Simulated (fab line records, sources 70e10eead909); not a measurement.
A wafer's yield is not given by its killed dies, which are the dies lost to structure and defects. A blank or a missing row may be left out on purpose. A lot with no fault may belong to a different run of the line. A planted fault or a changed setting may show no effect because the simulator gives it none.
Chamber matching / flow nand harc / rie diel-11 running NHARC_A_CONTACT_ETCH_106: 3 sister chambers
The step etches the open film in CF4/O2, target depth 60 nm, overetch 6 nm, time 33 s. 6 wafers are shown with their chamber, then 6 later ones without.

== EACH WAFER AND ITS CHAMBER ==
wafer=L075.5; chamber=3; drypump motor current A (A)=5.8; showerhead plenum p Torr (Torr)=1.36
wafer=L095.4; chamber=3; drypump motor current A (A)=5.9; showerhead plenum p Torr (Torr)=1.35
wafer=L092.2; chamber=1; drypump motor current A (A)=5.5; showerhead plenum p Torr (Torr)=1.35
wafer=L092.3; chamber=2; drypump motor current A (A)=6.0; showerhead plenum p Torr (Torr)=1.41
wafer=L092.6; chamber=1; drypump motor current A (A)=5.5; showerhead plenum p Torr (Torr)=1.35
wafer=L089.1; chamber=2; drypump motor current A (A)=6.0; showerhead plenum p Torr (Torr)=1.41

== WAFERS WITH NO CHAMBER GIVEN ==
wafer=L089.3; drypump motor current A (A)=5.8; showerhead plenum p Torr (Torr)=1.35
wafer=L089.6; drypump motor current A (A)=5.9; showerhead plenum p Torr (Torr)=1.35
wafer=L089.2; drypump motor current A (A)=5.5; showerhead plenum p Torr (Torr)=1.35
wafer=L089.5; drypump motor current A (A)=6.0; showerhead plenum p Torr (Torr)=1.41
wafer=L097.1; drypump motor current A (A)=5.5; showerhead plenum p Torr (Torr)=1.35
wafer=L097.6; drypump motor current A (A)=6.0; showerhead plenum p Torr (Torr)=1.41

== EACH ONE'S CHAMBER ==
wafer=L089.3; from the rows above=3; in truth=3
wafer=L089.6; from the rows above=3; in truth=3
wafer=L089.2; from the rows above=1; in truth=1
wafer=L089.5; from the rows above=2; in truth=2
wafer=L097.1; from the rows above=1; in truth=1
wafer=L097.6; from the rows above=2; in truth=2
Placed correctly: 6 of 6. Left unplaced by these rows: 0. Number placed wrongly: 0.
How it was worked out, from the rows above alone: a wafer's distance from a chamber is the root of the sum, over the readings, of the square of ((its reading less the chamber's mean) divided by the reading's scatter). The wafer belongs to the nearest chamber; if the next one is less than 2 further off, it can't be placed. The mean given for a chamber averages the wafers shown for that chamber. The scatter: the root of (the sum of the squares of (reading less its chamber's mean) over the shown wafers, divided by (wafers less chambers)).
